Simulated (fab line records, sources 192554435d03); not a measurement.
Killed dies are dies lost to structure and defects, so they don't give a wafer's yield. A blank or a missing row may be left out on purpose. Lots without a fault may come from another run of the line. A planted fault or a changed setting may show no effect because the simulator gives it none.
Split-lot experiment | flow n5_finfet | 7 lots, 39 wafers read, on a route of 1938 steps

THE SPLIT
At N5_SPACER0_ALD_00 (deposits SiOCN, target thk 3.5 nm, pulse time 3 s, purge time 2 s), the setting ald_cycles was moved away from the recipe's 58 on 6 of the 39 wafers read, by -31.0% to +37.9%. The other wafers ran this setting at the recipe's value.

The reading is taken at the split's own step.

THE READING
SiOCN_of_SPACER0_ALD_00.thk_nm (the simulator's own value, which no gauge read), in nm, at N5_SPACER0_ALD_00 (deposits SiOCN, target thk 3.5 nm, pulse time 3 s, purge time 2 s). The file gives no usual value for it. The 33 wafers here that ran the recipe average 3.5 nm, standard deviation 0.098 nm.

wafer  | tool, chamber at the split | ald_cycles as run | against the recipe | SiOCN_of_SPACER0_ALD_00.thk_nm, nm | against lot-mates on the recipe
L077.1 | ald_sin-02, 3,0,2          | 58                | recipe             | 3.6                                | -
L077.2 | ald_sin-02, 3,0,2          | 58                | recipe             | 3.6                                | -
L077.5 | ald_sin-02, 3,0,2          | 58                | recipe             | 3.6                                | -
L077.3 | ald_sin-02, 1,2,3          | 58                | recipe             | 3.4                                | -
L077.4 | ald_sin-02, 1,2,3          | 58                | recipe             | 3.4                                | -
L077.6 | ald_sin-02, 1,2,3          | 58                | recipe             | 3.4                                | -
L081.1 | ald_sin-01, 3,1,0          | 58                | recipe             | 3.6                                | -
L081.3 | ald_sin-01, 3,1,0          | 58                | recipe             | 3.6                                | -
L081.4 | ald_sin-01, 3,1,0          | 58                | recipe             | 3.6                                | -
L081.2 | ald_sin-01, 2,3,0          | 40                | -31.0%             | 2.4                                | -1.2
L081.5 | ald_sin-01, 2,3,0          | 40                | -31.0%             | 2.4                                | -1.2
L081.6 | ald_sin-01, 2,3,0          | 40                | -31.0%             | 2.4                                | -1.2
L082.1 | ald_sin-02, 0,1,3,2,2,3    | 58                | recipe             | 3.4                                | -
L082.2 | ald_sin-02, 0,1,3,2,2,3    | 58                | recipe             | 3.4                                | -
L082.3 | ald_sin-02, 0,1,3,2,2,3    | 58                | recipe             | 3.4                                | -
L082.4 | ald_sin-02, 0,1,3,2,2,3    | 58                | recipe             | 3.4                                | -
L082.5 | ald_sin-02, 0,1,3,2,2,3    | 58                | recipe             | 3.4                                | -
L082.6 | ald_sin-02, 0,1,3,2,2,3    | 58                | recipe             | 3.4                                | -
L087.1 | ald_sin-02, 3,2,0,1,0,1    | 58                | recipe             | 3.6                                | -
L087.2 | ald_sin-02, 3,2,0,1,0,1    | 58                | recipe             | 3.6                                | -
L087.3 | ald_sin-02, 3,2,0,1,0,1    | 58                | recipe             | 3.6                                | -
L087.4 | ald_sin-02, 3,2,0,1,0,1    | 58                | recipe             | 3.6                                | -
L087.5 | ald_sin-02, 3,2,0,1,0,1    | 58                | recipe             | 3.6                                | -
L087.6 | ald_sin-02, 3,2,0,1,0,1    | 58                | recipe             | 3.6                                | -
L089.1 | ald_sin-01, 0,1,3          | 58                | recipe             | 3.6                                | -
L089.3 | ald_sin-01, 0,1,3          | 58                | recipe             | 3.6                                | -
L089.4 | ald_sin-01, 0,1,3          | 58                | recipe             | 3.6                                | -
L089.2 | ald_sin-01, 2,2,1          | 80                | +37.9%             | 4.8                                | +1.2
L089.5 | ald_sin-01, 2,2,1          | 80                | +37.9%             | 4.8                                | +1.2
L089.6 | ald_sin-01, 2,2,1          | 80                | +37.9%             | 4.8                                | +1.2
L096.2 | ald_sin-02, 2              | 58                | recipe             | 3.6                                | -
L096.4 | ald_sin-02, 0,1            | 58                | recipe             | 3.4                                | -
L096.5 | ald_sin-02, 0,1            | 58                | recipe             | 3.4                                | -
L097.1 | ald_sin-01, 2,1,3,3        | 58                | recipe             | 3.6                                | -
L097.2 | ald_sin-01, 2,1,3,3        | 58                | recipe             | 3.6                                | -
L097.3 | ald_sin-01, 2,1,3,3        | 58                | recipe             | 3.6                                | -
L097.6 | ald_sin-01, 2,1,3,3        | 58                | recipe             | 3.6                                | -
L097.4 | ald_sin-01, 0              | 58                | recipe             | 3.4                                | -
L097.5 | ald_sin-01, 0              | 58                | recipe             | 3.4                                | -
Where a row lists several chambers, the file gives one row for several wafers and doesn't say which wafer went through which chamber.

THE FIT
A straight line over all 39 wafers: SiOCN_of_SPACER0_ALD_00.thk_nm changes by +0.0347 nm for each +1% of ald_cycles; r = +0.98; the points scatter about the line by 0.094 nm.
The same after taking each lot's own level away (the mean of its wafers on the recipe; 39 wafers): +0.0345 nm for each +1%; r = +0.99; scatter 0.076 nm.
On that fit, the largest move of ald_cycles shifts the reading by 1.3 nm.
The lots' own levels span 3.40 to 3.60 nm, that is 2.0 times the standard deviation above.
So the lot-to-lot level changes the slope little: the two slopes agree.
Check: with one of the wafers moved furthest among these (+37.9%) left out of the fit, the line predicts +1.32 nm for it against its lot-mates. It came out at +1.2 nm against them.

OTHER SPLITS ON THESE WAFERS
These wafers also went through other splits before the reading. Each is held against what the fit with the lots' levels taken away leaves over:
other split on the same wafers | wafers away from the commonest value | r with SiOCN_of_SPACER0_ALD_00.thk_nm (lot level and that fit taken away)
N5_FIN_SAQP_HM_DEP_03 time_s   | 9                                    | +0.12

THE FILE'S OWN FIT
SiOCN_of_SPACER0_ALD_00.thk_nm changes by +0.0345 nm for each +1% of ald_cycles, r = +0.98.
